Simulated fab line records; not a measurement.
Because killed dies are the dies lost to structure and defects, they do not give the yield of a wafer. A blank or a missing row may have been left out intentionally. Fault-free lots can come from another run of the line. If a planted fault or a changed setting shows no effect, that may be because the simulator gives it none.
Split-lot experiment | flow n5_finfet | route with 1938 steps; 7 lots, 21 wafers read

== SPLIT DETAILS ==
At N5_BEOL_M1_VIA_ETCH_34 (etches the open film in C4F6/O2, target depth 67.8 nm, time 64.4 s), the setting bias_w was moved away from the recipe's 170 W on 8 of the 21 wafers read, by -12.5% to +5.6%. All remaining wafers had this setting at the recipe value.

Reading taken at the split's own step.

== THE READING ==
rf_vpp_V, in V, at N5_BEOL_M1_VIA_ETCH_34 (etches the open film in C4F6/O2, target depth 67.8 nm, time 64.4 s). On this fab line, fault-free wafers typically give 658 V with a standard deviation of 17 V.

wafer  | tool, chamber at the split | bias_w as run, W | against the recipe | rf_vpp_V, V | against lot-mates on the recipe
L074.1 | rie_diel-03, 0             | 162.2            | -4.6%              | 627         | -22
L074.2 | rie_diel-03, 2             | 162.2            | -4.6%              | 625         | -24
L074.5 | rie_diel-03, 2             | 170              | recipe             | 649         | -
L081.1 | rie_diel-06, 3             | 170              | recipe             | 635         | -
L081.5 | rie_diel-06, 1             | 170              | recipe             | 657         | -
L081.6 | rie_diel-06, 0             | 170              | recipe             | 655         | -
L089.3 | rie_diel-03, 2             | 148.7            | -12.5%             | 584         | -65
L089.5 | rie_diel-03, 0             | 170              | recipe             | 648         | -
L089.6 | rie_diel-03, 3             | 170              | recipe             | 650         | -
L090.1 | rie_diel-03, 1             | 150.5            | -11.5%             | 593         | -55
L090.2 | rie_diel-03, 0             | 170              | recipe             | 648         | -
L090.4 | rie_diel-03, 2             | 150.5            | -11.5%             | 589         | -59
L091.2 | rie_diel-04, 3             | 179.6            | +5.6%              | 683         | +24
L091.3 | rie_diel-04, 1             | 179.6            | +5.6%              | 694         | +35
L091.4 | rie_diel-04, 0             | 170              | recipe             | 659         | -
L093.1 | rie_diel-03, 2             | 170              | recipe             | 648         | -
L093.3 | rie_diel-03, 0             | 170              | recipe             | 647         | -
L093.4 | rie_diel-03, 1             | 170              | recipe             | 653         | -
L096.2 | rie_diel-03, 1             | 170              | recipe             | 651         | -
L096.3 | rie_diel-03, 2             | 179              | +5.3%              | 676         | +27
L096.5 | rie_diel-03, 0             | 170              | recipe             | 647         | -

FIT RESULTS
A straight line over all 21 wafers: rf_vpp_V changes by +5.41 V for each +1% of bias_w; r = +0.98; the points scatter about the line by 5.8 V.
The same after taking each lot's own level away (the mean of its wafers on the recipe; 21 wafers): +5.08 V for each +1%; r = +0.99; scatter 4.6 V.
That fit puts the effect of the largest move of bias_w on the reading at 64 V.
Measured against the standard deviation above, the lots' own levels, which go from 648.0 to 659.0 V, span 0.6 times it.
So the lot-to-lot level changes the slope little: the two slopes agree.
Check: for one of the wafers moved furthest among these (-12.5%), held out of the fit, the line's prediction against its lot-mates is -62.8 V. It came out at -65 V against them.
Tool readings at the split's step, against how far the setting was moved: rf_vpp_V r = +0.98.

== FURTHER SPLITS ON THESE WAFERS ==
These wafers also went through other splits before the reading. Each is held against what the fit with the lots' levels taken away leaves over:
other split on the same wafers         | wafers away from the commonest value | r with rf_vpp_V (lot level and that fit taken away)
N5_GATE_CUT_COAT_27 spin_rpm           | 8                                    | +0.03
N5_MOL_CONTACT_COAG_COAT_103 spin_rpm  | 10                                   | +0.02
N5_MOL_CONTACT_COAG_ALD_133 ald_cycles | 6                                    | -0.14
N5_BEOL_M0_SAQP_MANDREL_ETCH_20 icp_w  | 8                                    | +0.12

== THE FILE'S OWN FIT ==
rf_vpp_V changes by +5.09 V for each +1% of bias_w, r = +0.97.
